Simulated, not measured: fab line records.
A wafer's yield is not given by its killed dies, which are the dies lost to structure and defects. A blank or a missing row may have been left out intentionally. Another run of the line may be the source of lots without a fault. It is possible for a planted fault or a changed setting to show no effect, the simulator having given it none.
Which of the tools did it? / flow nand harc / Sampling: 12 lots, 36 wafers, 6 of 1159 route steps

WHAT EACH GAUGE READ, for each wafer
NHARC_P_GATE_CD_MEAS_59: target cd 720 nm. Usual: cd nm at 718.6 nm, with a standard deviation of 1.6.
lot=L734; measured=day 5 10:20; on=cd sem-03; cd nm (nm)=716.6 716.7 715.8; flag=
lot=L733; measured=day 5 10:34; on=cd sem-03; cd nm (nm)=717.1 717.8 717.0; flag=
lot=L738; measured=day 6 07:35; on=cd sem-02; cd nm (nm)=719.6 719.6 718.3; flag=
lot=L740; measured=day 7 07:52; on=cd sem-01; cd nm (nm)=717.6 718.5 719.5; flag=
lot=L741; measured=day 7 12:54; on=cd sem-03; cd nm (nm)=- - -; flag=OFF
lot=L745; measured=day 8 16:59; on=cd sem-01; cd nm (nm)=719.6 719.5 719.6; flag=
lot=L751; measured=day 9 21:56; on=cd sem-02; cd nm (nm)=720.2 716.6 718.5; flag=
lot=L753; measured=day 9 22:48; on=cd sem-02; cd nm (nm)=717.8 718.4 717.6; flag=
lot=L752; measured=day 9 23:35; on=cd sem-03; cd nm (nm)=718.9 717.6 716.2; flag=
lot=L754; measured=day 10 14:04; on=cd sem-03; cd nm (nm)=718.6 720.7 717.7; flag=
lot=L755; measured=day 10 14:28; on=cd sem-01; cd nm (nm)=716.6 717.8 716.6; flag=
lot=L756; measured=day 11 04:52; on=cd sem-03; cd nm (nm)=718.7 721.5 721.3; flag=

NHARC_END_SORT_01. Usual: killed at array 27, standard deviation 10; killed at other 0.6, standard deviation 0.96; killed at periphery 3.4, standard deviation 2.7; killed dies 31, standard deviation 10; killed open 2.9, standard deviation 1.8; killed short 1.8, standard deviation 1.4.
lot=L734; measured=day 20 02:46; on=prober-02; killed at array=22 30 22; killed at other=2 1 1; killed at periphery=0 5 4; killed dies=24 36 27; killed open=2 3 2; killed short=4 0 2; flag=
lot=L733; measured=day 20 02:56; on=prober-01; killed at array=14 14 15; killed at other=1 0 0; killed at periphery=5 6 4; killed dies=20 20 19; killed open=1 2 4; killed short=0 3 1; flag=
lot=L738; measured=day 20 09:07; on=prober-01; killed at array=10 17 15; killed at other=1 0 1; killed at periphery=5 11 4; killed dies=16 28 20; killed open=2 3 3; killed short=1 1 4; flag=
lot=L740; measured=day 21 21:16; on=prober-01; killed at array=35 35 35; killed at other=0 0 0; killed at periphery=2 7 9; killed dies=37 42 44; killed open=1 5 7; killed short=1 2 0; flag=
lot=L741; measured=day 21 12:47; on=prober-01; killed at array=12 14 17; killed at other=1 0 1; killed at periphery=664 663 659; killed dies=677 677 677; killed open=1 1 3; killed short=2 5 1; flag=OFF
lot=L745; measured=day 22 05:33; on=prober-01; killed at array=21 12 12; killed at other=3 1 4; killed at periphery=2 2 4; killed dies=26 15 20; killed open=3 3 6; killed short=2 1 2; flag=
lot=L751; measured=day 24 14:00; on=prober-01; killed at array=30 27 29; killed at other=0 0 0; killed at periphery=1 1 0; killed dies=31 28 29; killed open=4 1 1; killed short=2 4 1; flag=
lot=L753; measured=day 24 11:37; on=prober-02; killed at array=35 28 31; killed at other=1 0 0; killed at periphery=3 5 1; killed dies=39 33 32; killed open=1 4 2; killed short=2 1 1; flag=
lot=L752; measured=day 24 20:59; on=prober-02; killed at array=35 28 37; killed at other=0 0 1; killed at periphery=4 0 2; killed dies=39 28 40; killed open=4 1 1; killed short=2 0 4; flag=
lot=L754; measured=day 25 00:27; on=prober-01; killed at array=33 47 39; killed at other=0 0 1; killed at periphery=4 2 7; killed dies=37 49 47; killed open=3 2 3; killed short=2 1 2; flag=
lot=L755; measured=day 25 03:55; on=prober-02; killed at array=30 30 35; killed at other=0 1 1; killed at periphery=6 6 4; killed dies=36 37 40; killed open=3 5 3; killed short=2 1 0; flag=
lot=L756; measured=day 25 17:16; on=prober-02; killed at array=36 20 29; killed at other=1 4 2; killed at periphery=8 10 8; killed dies=45 34 39; killed open=3 3 3; killed short=3 1 2; flag=

WHICH TOOL RAN EACH LOT (tool, then ch and the chambers of the sampled wafers, then the start)
lot=L734; NHARC_P_GATE_HM_OPEN_105=rie diel-13 ch 1,2,3, day 5 09:26 or earlier; NHARC_P_GATE_STRIP_75=plasma asher-02 ch 0,1, day 5 09:26; NHARC_P_GATE_EXPOSE_56=krf scanner-02 ch 0, day 5 10:10; NHARC_P_GATE_DESCUM_93=rie diel-03 ch 0,1,2, day 5 12:53
lot=L733; NHARC_P_GATE_HM_OPEN_105=rie diel-01 ch 0,1,3, day 5 09:47 or earlier; NHARC_P_GATE_STRIP_75=plasma asher-02 ch 0,1, day 5 09:47; NHARC_P_GATE_EXPOSE_56=krf scanner-02 ch 0, day 5 10:25; NHARC_P_GATE_DESCUM_93=rie diel-01 ch 0,2,3, day 5 13:28
lot=L738; NHARC_P_GATE_HM_OPEN_105=rie diel-13 ch 0,1,3, day 6 06:39 or earlier; NHARC_P_GATE_STRIP_75=plasma asher-01 ch 0,1, day 6 06:39; NHARC_P_GATE_EXPOSE_56=krf scanner-02 ch 0, day 6 07:25; NHARC_P_GATE_DESCUM_93=rie diel-13 ch 2,3, day 6 09:23
lot=L740; NHARC_P_GATE_HM_OPEN_105=rie diel-01 ch 0,3, day 7 06:56 or earlier; NHARC_P_GATE_STRIP_75=plasma asher-01 ch 0,1, day 7 06:56; NHARC_P_GATE_EXPOSE_56=krf scanner-02 ch 0, day 7 07:43; NHARC_P_GATE_DESCUM_93=rie diel-03 ch 0,1, day 7 09:52
lot=L741; NHARC_P_GATE_HM_OPEN_105=rie diel-01 ch 0,2,3, day 7 12:06 or earlier; NHARC_P_GATE_STRIP_75=plasma asher-01 ch 1, day 7 12:06; NHARC_P_GATE_EXPOSE_56=krf scanner-02 ch 0, day 7 12:44; NHARC_P_GATE_DESCUM_93=rie diel-03 ch 0,3, day 7 14:47
lot=L745; NHARC_P_GATE_HM_OPEN_105=rie diel-03 ch 0,1,2, day 8 16:03 or earlier; NHARC_P_GATE_STRIP_75=plasma asher-01 ch 0,1, day 8 16:03; NHARC_P_GATE_EXPOSE_56=krf scanner-02 ch 0, day 8 16:49; NHARC_P_GATE_DESCUM_93=rie diel-01 ch 2,3, day 8 19:42
lot=L751; NHARC_P_GATE_HM_OPEN_105=rie diel-01 ch 1,2,3, day 9 21:02 or earlier; NHARC_P_GATE_STRIP_75=plasma asher-02 ch 0,1, day 9 21:02; NHARC_P_GATE_EXPOSE_56=krf scanner-01 ch 0, day 9 21:47; NHARC_P_GATE_DESCUM_93=rie diel-01 ch 0,1, day 9 23:49
lot=L753; NHARC_P_GATE_HM_OPEN_105=rie diel-03 ch 1,2,3, day 9 21:53 or earlier; NHARC_P_GATE_STRIP_75=plasma asher-02 ch 0,1, day 9 21:53; NHARC_P_GATE_EXPOSE_56=krf scanner-02 ch 0, day 9 22:39; NHARC_P_GATE_DESCUM_93=rie diel-13 ch 0,1,2, day 10 00:37
lot=L752; NHARC_P_GATE_HM_OPEN_105=rie diel-03 ch 1,2, day 9 22:41 or earlier; NHARC_P_GATE_STRIP_75=plasma asher-02 ch 0,1, day 9 22:41; NHARC_P_GATE_EXPOSE_56=krf scanner-04 ch 0, day 9 23:26; NHARC_P_GATE_DESCUM_93=rie diel-13 ch 0,1,3, day 10 01:27
lot=L754; NHARC_P_GATE_HM_OPEN_105=rie diel-13 ch 1,2, day 10 13:08 or earlier; NHARC_P_GATE_STRIP_75=plasma asher-02 ch 1, day 10 13:08; NHARC_P_GATE_EXPOSE_56=krf scanner-01 ch 0, day 10 13:54; NHARC_P_GATE_DESCUM_93=rie diel-13 ch 0,2,3, day 10 15:55
lot=L755; NHARC_P_GATE_HM_OPEN_105=rie diel-13 ch 0,1,3, day 10 13:32 or earlier; NHARC_P_GATE_STRIP_75=plasma asher-01 ch 0,1, day 10 13:32; NHARC_P_GATE_EXPOSE_56=krf scanner-02 ch 0, day 10 14:19; NHARC_P_GATE_DESCUM_93=rie diel-01 ch 0,1,2, day 10 16:22
lot=L756; NHARC_P_GATE_HM_OPEN_105=rie diel-03 ch 0,3, day 11 03:58 or earlier; NHARC_P_GATE_STRIP_75=plasma asher-01 ch 0,1, day 11 03:58; NHARC_P_GATE_EXPOSE_56=krf scanner-04 ch 0, day 11 04:43; NHARC_P_GATE_DESCUM_93=rie diel-01 ch 0,1, day 11 06:45
- NHARC_P_GATE_HM_OPEN_105: chemistry O2/COS, target depth 360 nm.
- NHARC_P_GATE_STRIP_75: strips in O2.
- NHARC_P_GATE_EXPOSE_56: exposes mask P PSD, target cd 720 nm.
- NHARC_P_GATE_DESCUM_93: chemistry O2, time 3 s.

AS READ BY THE TOOLS THEMSELVES (means over the sampled wafers that have a number; for cases with no such wafer, the mark the record gives instead)
NHARC_P_GATE_HM_OPEN_105. Usual: drypump motor current A 5.6 A, standard deviation 0.44; oes product au 1.002 a.u., standard deviation 0.013; rf vpp V 466 V, standard deviation 3.6; showerhead plenum p Torr 3.08 Torr, standard deviation 0.16; throttle valve pct 28.330 %, standard deviation 0.0093.
lot=L734; tool=rie diel-13; drypump motor current A (A)=5.5; oes product au (a.u.)=0.989; rf vpp V (V)=466; showerhead plenum p Torr (Torr)=3.04; throttle valve pct (%)=28.330; flag=
lot=L733; tool=rie diel-01; drypump motor current A (A)=5.4; oes product au (a.u.)=1.002; rf vpp V (V)=465; showerhead plenum p Torr (Torr)=3.04; throttle valve pct (%)=28.340; flag=
lot=L738; tool=rie diel-13; drypump motor current A (A)=5.6; oes product au (a.u.)=0.998; rf vpp V (V)=466; showerhead plenum p Torr (Torr)=3.07; throttle valve pct (%)=28.337; flag=
lot=L740; tool=rie diel-01; drypump motor current A (A)=5.3; oes product au (a.u.)=0.996; rf vpp V (V)=468; showerhead plenum p Torr (Torr)=3.16; throttle valve pct (%)=28.331; flag=
lot=L741; tool=rie diel-01; drypump motor current A (A)=5.8; oes product au (a.u.)=0.989; rf vpp V (V)=468; showerhead plenum p Torr (Torr)=3.17; throttle valve pct (%)=28.330; flag=
lot=L745; tool=rie diel-03; drypump motor current A (A)=5.6; oes product au (a.u.)=1.019; rf vpp V (V)=467; showerhead plenum p Torr (Torr)=3.16; throttle valve pct (%)=28.332; flag=
lot=L751; tool=rie diel-01; drypump motor current A (A)=5.5; oes product au (a.u.)=0.989; rf vpp V (V)=471; showerhead plenum p Torr (Torr)=3.31; throttle valve pct (%)=28.338; flag=
lot=L753; tool=rie diel-03; drypump motor current A (A)=5.6; oes product au (a.u.)=1.020; rf vpp V (V)=466; showerhead plenum p Torr (Torr)=3.12; throttle valve pct (%)=28.331; flag=
lot=L752; tool=rie diel-03; drypump motor current A (A)=5.6; oes product au (a.u.)=1.018; rf vpp V (V)=467; showerhead plenum p Torr (Torr)=3.10; throttle valve pct (%)=28.338; flag=
lot=L754; tool=rie diel-13; drypump motor current A (A)=5.8; oes product au (a.u.)=0.998; rf vpp V (V)=465; showerhead plenum p Torr (Torr)=3.03; throttle valve pct (%)=28.334; flag=
lot=L755; tool=rie diel-13; drypump motor current A (A)=5.6; oes product au (a.u.)=1.008; rf vpp V (V)=466; showerhead plenum p Torr (Torr)=3.06; throttle valve pct (%)=28.326; flag=
lot=L756; tool=rie diel-03; drypump motor current A (A)=5.6; oes product au (a.u.)=1.001; rf vpp V (V)=467; showerhead plenum p Torr (Torr)=3.13; throttle valve pct (%)=28.327; flag=

NHARC_P_GATE_STRIP_75. Usual: drypump motor current A 5.62 A, standard deviation 0.28; heater power w 354 W, standard deviation 46.
lot=L734; tool=plasma asher-02; drypump motor current A (A)=5.79; heater power w (W)=350; flag=
lot=L733; tool=plasma asher-02; drypump motor current A (A)=5.56; heater power w (W)=371; flag=
lot=L738; tool=plasma asher-01; drypump motor current A (A)=5.48; heater power w (W)=334; flag=
lot=L740; tool=plasma asher-01; drypump motor current A (A)=5.51; heater power w (W)=331; flag=
lot=L741; tool=plasma asher-01; drypump motor current A (A)=5.37; heater power w (W)=299; flag=
lot=L745; tool=plasma asher-01; drypump motor current A (A)=5.49; heater power w (W)=333; flag=
lot=L751; tool=plasma asher-02; drypump motor current A (A)=5.56; heater power w (W)=362; flag=
lot=L753; tool=plasma asher-02; drypump motor current A (A)=5.57; heater power w (W)=365; flag=
lot=L752; tool=plasma asher-02; drypump motor current A (A)=5.58; heater power w (W)=358; flag=
lot=L754; tool=plasma asher-02; drypump motor current A (A)=5.99; heater power w (W)=309; flag=
lot=L755; tool=plasma asher-01; drypump motor current A (A)=5.60; heater power w (W)=363; flag=
lot=L756; tool=plasma asher-01; drypump motor current A (A)=5.62; heater power w (W)=368; flag=

NHARC_P_GATE_DESCUM_93. Usual: drypump motor current A 5.6 A, standard deviation 0.47; oes product au 0.999 a.u., standard deviation 0.012; rf vpp V 57.8 V, standard deviation 0.95; showerhead plenum p Torr 1.91 Torr, standard deviation 0.12; throttle valve pct 11.311 %, standard deviation 0.0099.
lot=L734; tool=rie diel-03; drypump motor current A (A)=5.6; oes product au (a.u.)=1.011; rf vpp V (V)=57.9; showerhead plenum p Torr (Torr)=1.95; throttle valve pct (%)=11.309; flag=
lot=L733; tool=rie diel-01; drypump motor current A (A)=5.7; oes product au (a.u.)=1.004; rf vpp V (V)=57.3; showerhead plenum p Torr (Torr)=1.95; throttle valve pct (%)=11.306; flag=
lot=L738; tool=rie diel-13; drypump motor current A (A)=5.5; oes product au (a.u.)=0.994; rf vpp V (V)=58.1; showerhead plenum p Torr (Torr)=1.78; throttle valve pct (%)=11.326; flag=
lot=L740; tool=rie diel-03; drypump motor current A (A)=5.7; oes product au (a.u.)=1.006; rf vpp V (V)=58.1; showerhead plenum p Torr (Torr)=1.94; throttle valve pct (%)=11.322; flag=
lot=L741; tool=rie diel-03; drypump motor current A (A)=5.6; oes product au (a.u.)=1.004; rf vpp V (V)=57.8; showerhead plenum p Torr (Torr)=1.93; throttle valve pct (%)=11.311; flag=
lot=L745; tool=rie diel-01; drypump motor current A (A)=5.8; oes product au (a.u.)=0.988; rf vpp V (V)=58.5; showerhead plenum p Torr (Torr)=2.03; throttle valve pct (%)=11.316; flag=
lot=L751; tool=rie diel-01; drypump motor current A (A)=5.6; oes product au (a.u.)=0.991; rf vpp V (V)=57.5; showerhead plenum p Torr (Torr)=1.87; throttle valve pct (%)=11.307; flag=
lot=L753; tool=rie diel-13; drypump motor current A (A)=5.9; oes product au (a.u.)=1.005; rf vpp V (V)=57.3; showerhead plenum p Torr (Torr)=1.88; throttle valve pct (%)=11.314; flag=
lot=L752; tool=rie diel-13; drypump motor current A (A)=5.6; oes product au (a.u.)=1.007; rf vpp V (V)=57.9; showerhead plenum p Torr (Torr)=1.87; throttle valve pct (%)=11.301; flag=
lot=L754; tool=rie diel-13; drypump motor current A (A)=5.6; oes product au (a.u.)=0.998; rf vpp V (V)=58.4; showerhead plenum p Torr (Torr)=1.80; throttle valve pct (%)=11.309; flag=
lot=L755; tool=rie diel-01; drypump motor current A (A)=5.8; oes product au (a.u.)=0.993; rf vpp V (V)=57.3; showerhead plenum p Torr (Torr)=1.96; throttle valve pct (%)=11.308; flag=
lot=L756; tool=rie diel-01; drypump motor current A (A)=5.7; oes product au (a.u.)=0.992; rf vpp V (V)=57.5; showerhead plenum p Torr (Torr)=1.87; throttle valve pct (%)=11.313; flag=

THE ANSWER, worked out from the rows above alone
Rule: lot off if the mean of its wafers having a number is beyond 3 standard deviations from the usual mean. Also off: a lot with no number at a reading for which 4 or more lots have one. All remaining lots with rows at the step are treated as sound. First the gauges in route order, then the tools' own readings, where a lot's mean is used as printed above. The first step at which some lot is off is used, and at that step the reading that is off furthest; a lot without a number counts as furthest.
Off, at NHARC_P_GATE_CD_MEAS_59 on cd nm: L741. Without a number there: L741.
If a tool, at a process step before that reading, ran all the lots that are off and no sound lot after the first of them, it fits. Not tried: the gauges at NHARC_P_GATE_CD_MEAS_59; whatever is off there is also off at NHARC_END_SORT_01, on other tools, and gauge error can't account for it. Because NHARC_P_GATE_HM_OPEN_105 lacks a start for some lots, the hours and order of its lots are taken from NHARC_P_GATE_STRIP_75. No candidate that was tried fits.

WHAT THE SIMULATOR HAD PUT IN
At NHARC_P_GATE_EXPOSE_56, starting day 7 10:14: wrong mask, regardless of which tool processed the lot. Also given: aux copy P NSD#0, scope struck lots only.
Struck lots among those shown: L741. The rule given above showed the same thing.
